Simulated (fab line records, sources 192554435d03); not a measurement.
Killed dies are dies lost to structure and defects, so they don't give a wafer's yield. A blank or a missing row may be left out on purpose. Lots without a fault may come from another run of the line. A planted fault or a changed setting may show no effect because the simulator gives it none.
One fault seen from 3 desks | flow n5_finfet | each desk has only its own numbers; what lay behind them comes last

THE METROLOGY DESK
What the gauges read, lot by lot, whatever tool the lot ran on: means of the sampled wafers that have a number. A lot is out of limits, marked OUT, if its mean lies more than 4 standard deviations from the usual mean; the brackets give that distance.
Columns: A = cd_nm at N5_PASSIVATION_CD_MEAS_30, usual 3999.7 nm; B = PAD_OVL at N5_PASSIVATION_OVL_MEAS_63, usual -5 nm
lot  | first seen here | A      | B
L706 | day 13 05:14    | 3996.4 | 0
L707 | day 13 09:00    | 4002.8 | -4
L712 | day 14 21:44    | 3996.9 | -16
L715 | day 15 23:31    | 4000.7 | 2
L716 | day 16 10:41    | 3998.8 | -2
L720 | day 16 20:13    | 3999.0 | -9
L722 | day 17 01:17    | 3998.6 | -4
This desk's finding: nothing out of limits on any of the 7 lots.

THE DEFECT DESK
What the inspections along the route counted, lot by lot: means of the sampled wafers that have a number. A lot is out of limits, marked OUT, if its mean lies more than 4 standard deviations from the usual mean; the brackets give that distance.
Columns: A = raw_defect_count at N5_PASSIVATION_INSPECT_64, usual 1.8
lot  | first seen here | A
L706 | day 13 05:17    | 5.3
L707 | day 13 09:03    | 2.3
L712 | day 14 21:47    | 2.5
L715 | day 15 23:35    | 1.0
L716 | day 16 10:45    | 2.5
L720 | day 16 20:16    | 0.3
L722 | day 17 01:20    | 1.3
This desk's finding: nothing out of limits on any of the 7 lots.

THE TOOL OWNER'S DESK: pecvd-01
The tool's own readings at N5_PASSIVATION_PECVD_53 (deposits SiO2 from TEOS/O2, target thk 800 nm, time 169.4 s): means of the sampled wafers that have a number, for each lot that ran on this tool. A lot is out of limits, marked OUT, if its mean lies more than 4 standard deviations from the usual mean; the brackets give that distance.
Columns: A = run_length_s at N5_PASSIVATION_PECVD_53, usual 197.2 s
lot  | first seen here | A
L707 | day 13 10:11    | 197.0
L712 | day 14 22:56    | 173.1 (-40) OUT
L715 | day 16 00:43    | 180.7 (-27) OUT
L716 | day 16 12:06    | 173.2 (-39) OUT
This desk's finding: out of limits on L712, L715, L716; first on L712, day 14 22:56 (run_length_s at N5_PASSIVATION_PECVD_53). In limits: L707.

PUT TOGETHER
The tool owner's desk could have raised an alarm at day 14 22:56, on L712, L715, L716.
The metrology desk saw nothing out of limits.
The defect desk saw nothing out of limits.
The metrology desk has L712, L715, L716 on record, within its limits.
The defect desk has L712, L715, L716 on record, within its limits.
Of the lots named, all ran N5_PASSIVATION_PECVD_53 on pecvd-01.

WHAT THE SIMULATOR HAD PUT IN
Process parameter drift: pecvd-01, from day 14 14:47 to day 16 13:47, at N5_PASSIVATION_PECVD_53. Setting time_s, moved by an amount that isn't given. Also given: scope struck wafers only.
Lots struck among those shown: L712, L715, L716.
Hours from the fault's start to each desk's first reading out of limits: the tool owner's desk, 8.
